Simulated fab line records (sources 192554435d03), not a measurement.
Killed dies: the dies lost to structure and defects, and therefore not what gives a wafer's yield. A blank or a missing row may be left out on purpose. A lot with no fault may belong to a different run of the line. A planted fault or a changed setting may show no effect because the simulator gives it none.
Comparing a struck lot with a sound one | flow n5-finfet | 15 steps out of a route of 1938
Sound: these wafers, L675.1, L675.2, L675.3. Wafers L694.1, L694.3, L694.4 were the ones struck. The cause comes at the end.
For every step that has rows: the tool of each side, followed by ch and its chambers, followed by its first start. Under that, the readings that differ: sound wafers | struck wafers | difference of the means | sigmas: that difference in standard deviations of wafers without a fault.
alike: words and numbers the same on both sides, and readings whose means are apart by under 2 such deviations; not compared: readings that were withheld, readings missing a value for some wafer, numbers with overlapping values and no deviation given by the record, and bounds like >300 which may hide the same value.
Wherever a step has rows on one side only, a row that says differs or no value, or a row with sigmas, the two part there. Non-overlapping numbers with no deviation appear without sigmas and do not part them. Lack of a reading on every wafer of one side parts them only where that side has two or more wafers.

N5_BEOL_M4_PRE_CLEAN_60: time 15 s.
  sound on cvd-co-02 ch 0,1,2, day 8 21:10; struck on cvd-co-02 ch 0,1,2, day 13 07:26
  alike: heater-power-w, rf-fwd-power-W
then, 2 steps without rows for these wafers: N5_BEOL_M4_CO_CAP_55 (material Co, precursor CCTBA/H2, target thk 2 nm, time 102.1 s); N5_BEOL_M4_PRE_CLEAN_56 (time 15 s).
N5_BEOL_M4_DEP_57: deposits SiCN from 3MS/NH3, target thk 8 nm, time 14 s.
  sound on pecvd-03 ch 0,2, day 8 21:20; struck on pecvd-01 ch 0,1, day 13 07:36
  alike: rf-fwd-power-W, showerhead-plenum-p-Torr, throttle-valve-pct
N5_BEOL_M4_RS_MEAS_58: measurement is done with a four-point probe.
  struck on film-metro-02, day 13 07:41; sound on film-metro-02, day 8 21:25
  alike: M4_RS
N5_BEOL_M4_INSPECT_59: inspects for defects (darkfield).
  struck on defect-inspect-02, day 13 07:43; sound on defect-inspect-01, day 8 21:26
  alike: raw-defect-count
N5_BEOL_M4_RC_MEAS_101:
  sound on prober-02 ch 0, day 8 21:28; struck on prober-02 ch 0, day 13 07:44
  alike: DIBL_N, DIBL_P, IOFF_N, IOFF_P, ION_N, ION_P, SS_N, SS_P, VT_N, VT_P
N5_BEOL_M5_ILD_DEP_00: deposits SiCOH lowk from DEMS/porogen, target thk 140.64 nm, time 25.9 s.
  sound on pecvd-02 ch 0,1,2, day 8 22:26; struck on pecvd-01 ch 0,1, day 13 08:42
  alike: heater-power-w, rf-fwd-power-W, showerhead-plenum-p-Torr, throttle-valve-pct
N5_BEOL_M5_CURE_79: cures SiCOH lowk, time 240 s.
  sound on uv-cure-02 ch 2, day 8 22:30; struck on uv-cure-03 ch 2, day 13 09:12
  alike: lamp-power-pct, wafer_temp_C_max
N5_BEOL_M5_THK_MEAS_01:
  struck on film-metro-02, day 13 10:11; sound on film-metro-02, day 8 23:01
  alike: M5_ILD_THK
N5_BEOL_M5_PECVD_70: deposits SiO2 from TEOS/O2, target thk 16 nm, time 18 s.
  sound on pecvd-01 ch 0,1,2, day 8 23:03; struck on pecvd-04 ch 0,1, day 13 10:14
  alike: heater-power-w, rf-fwd-power-W, showerhead-plenum-p-Torr, throttle-valve-pct
then, 1 step without rows for these wafers: N5_BEOL_M5_HM_DEP_02 (deposits TiN, target thk 20 nm).
N5_BEOL_M5_COAT_59: time 60 s, resist thk 60 nm.
  sound on litho-track-03 ch 0, day 8 23:50; struck on litho-track-01 ch 0, day 13 12:42
  reading                  | sound                | struck               | difference | sigmas
  heater-power-total-W (W) | 499.3 501.2 501.9    | 477.6 479.2 476.5    | -23.0      | -13
  plate-temp-C (C)         | 249.80 250.11 250.16 | 240.84 240.96 241.01 | -9.09      | -53
then, 2 steps without rows for these wafers: N5_BEOL_M5_COAT_60 (time 60 s, resist thk 12 nm); N5_PASSIVATION_PROBE_49.

## WHERE THEY PART
At N5_BEOL_M5_COAT_59 and nowhere else, as far as this record goes.

WHY: what the simulator had put in
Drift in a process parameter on litho-track-01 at N5_BEOL_M5_COAT_59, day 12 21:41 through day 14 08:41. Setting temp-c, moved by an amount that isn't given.
